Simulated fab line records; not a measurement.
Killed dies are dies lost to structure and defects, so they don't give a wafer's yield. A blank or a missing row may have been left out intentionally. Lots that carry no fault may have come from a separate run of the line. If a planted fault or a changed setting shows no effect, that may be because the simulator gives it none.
Split-lot study | flow n5-finfet | 21 wafers read from 7 lots, route of 1938 steps

== THE SPLIT ==
At N5_BEOL_M1_EXPOSE_08 (exposes mask M1), the setting dose-mj was moved away from the recipe's 33 on 6 of the 21 wafers read, by -3.7% to +6.7%. For the rest of the wafers, this setting stayed at what the recipe calls for.

== FROM THE SPLIT TO THE READING: what the file shows between them, 14 steps ==
- N5_BEOL_M1_PEB_09: peb time 60 s
- N5_BEOL_M1_DEVELOP_10: develop time 30 s
- N5_BEOL_M1_CD_MEAS_11: target cd 17.05 nm
- N5_BEOL_M1_DESCUM_16: chemistry O2, time 7 s
- N5_BEOL_M1_ETCH_74: etches underlayer in N2/H2, target depth 6.5 nm, time 5.2 s
- N5_BEOL_M1_ETCH_63: etches SiARC in CF4, target depth 15.6 nm, time 26 s
- N5_BEOL_M1_ETCH_64: etches SOC in N2/H2, target depth 75 nm, overetch 15 nm, time 112.5 s
- N5_BEOL_M1_STRIP_65: strips in N2/H2
- N5_BEOL_M1_STRIP_75: strips in N2/H2
- N5_BEOL_M1_STRIP_97: strips in N2/H2, time 10 s
- N5_BEOL_M1_HM_STRIP_39: strips TiN in peroxide tin strip, target depth 25 nm, time 158 s
- N5_BEOL_M1_SRD_40: time 30 s
- N5_BEOL_M1_PRECLEAN_42: cleans in residue remover, time 60 s
- N5_BEOL_M1_SRD_43: time 30 s

== THE READING ==
cd-nm, in nm, at N5_BEOL_M1_CD_MEAS_35 (target cd 18 nm, target cd y 21 nm). A value of 18.1 nm with a standard deviation of 0.37 nm is what fault-free wafers of this fab line usually give.

wafer  | tool, chamber at the split | dose-mj as run | against the recipe | cd-nm, nm | against lot-mates on the recipe
L076.1 | euv-scanner-02, 0          | 33.71          | +2.2%              | 18.0      | no lot-mate on the recipe
L076.3 | euv-scanner-02, 0          | 33.71          | +2.2%              | 18.8      | no lot-mate on the recipe
L076.4 | euv-scanner-02, 0          | 33.71          | +2.2%              | 18.6      | no lot-mate on the recipe
L083.1 | euv-scanner-02, 0          | 31.78          | -3.7%              | 17.9      | -0.7
L083.3 | euv-scanner-02, 0          | 33             | recipe             | 18.5      | -
L083.4 | euv-scanner-02, 0          | 33             | recipe             | 18.6      | -
L084.1 | euv-scanner-02, 0          | 33             | recipe             | 18.0      | -
L084.3 | euv-scanner-02, 0          | 33             | recipe             | 18.5      | -
L084.5 | euv-scanner-02, 0          | 33             | recipe             | 17.9      | -
L086.1 | euv-scanner-02, 0          | 33             | recipe             | 18.1      | -
L086.2 | euv-scanner-02, 0          | 33             | recipe             | 17.9      | -
L086.6 | euv-scanner-02, 0          | 33             | recipe             | 17.9      | -
L090.1 | euv-scanner-02, 0          | 33             | recipe             | 18.3      | -
L090.4 | euv-scanner-02, 0          | 33             | recipe             | 17.9      | -
L090.6 | euv-scanner-02, 0          | 35.22          | +6.7%              | 19.8      | +1.7
L096.1 | euv-scanner-02, 0          | 33             | recipe             | 18.3      | -
L096.3 | euv-scanner-02, 0          | 33             | recipe             | 18.4      | -
L096.4 | euv-scanner-02, 0          | 33             | recipe             | 18.4      | -
L097.2 | euv-scanner-02, 0          | 35.18          | +6.6%              | 19.6      | +1.4
L097.4 | euv-scanner-02, 0          | 33             | recipe             | 18.2      | -
L097.5 | euv-scanner-02, 0          | 33             | recipe             | 18.2      | -

FIT RESULTS
A straight line over all 21 wafers: cd-nm changes by +0.193 nm for each +1% of dose-mj; r = +0.85; the points scatter about the line by 0.28 nm.
The same after taking each lot's own level away (the mean of its wafers on the recipe; 18 wafers): +0.224 nm for each +1%; r = +0.96; scatter 0.16 nm.
That fit puts the effect of the largest move of dose-mj on the reading at 1.5 nm.
The span of the lots' own levels, 17.97 to 18.55 nm, comes to 1.6 times the standard deviation stated above.
In other words, the slope is changed by the lot-to-lot level; the two fits disagree.
Check: +1.37 nm against its lot-mates is what the line predicts for one of the wafers moved furthest among these (+6.7%) when that wafer is left out of the fit. Against them it came out at +1.7 nm.

== THE WHOLE CHAIN: every reading that the file lists as answering this split, in the file's order ==
step                  | what it does                                                          | reading                                                               | change (the file's fit)               | r (the file's)
N5_BEOL_M1_CD_MEAS_11 | target cd 17.05 nm                                                    | cd-nm                                                                 | +0.166 nm for each +1% of the setting | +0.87
N5_BEOL_M1_ETCH_74    | etches underlayer in N2/H2, target depth 6.5 nm, time 5.2 s           | BEOL_M1.cd-offset-nm (the simulator's own value, which no gauge read) | +0.197 nm for each +1% of the setting | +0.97
N5_BEOL_M1_ETCH_64    | etches SOC in N2/H2, target depth 75 nm, overetch 15 nm, time 112.5 s | BEOL_M1.cd-offset-nm (the simulator's own value, which no gauge read) | +0.187 nm for each +1% of the setting | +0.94
N5_BEOL_M1_CD_MEAS_35 | target cd 18 nm, target cd y 21 nm                                    | cd-nm                                                                 | +0.223 nm for each +1% of the setting | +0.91

== FILE'S OWN FIT ==
cd-nm changes by +0.223 nm for each +1% of dose-mj, r = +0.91.
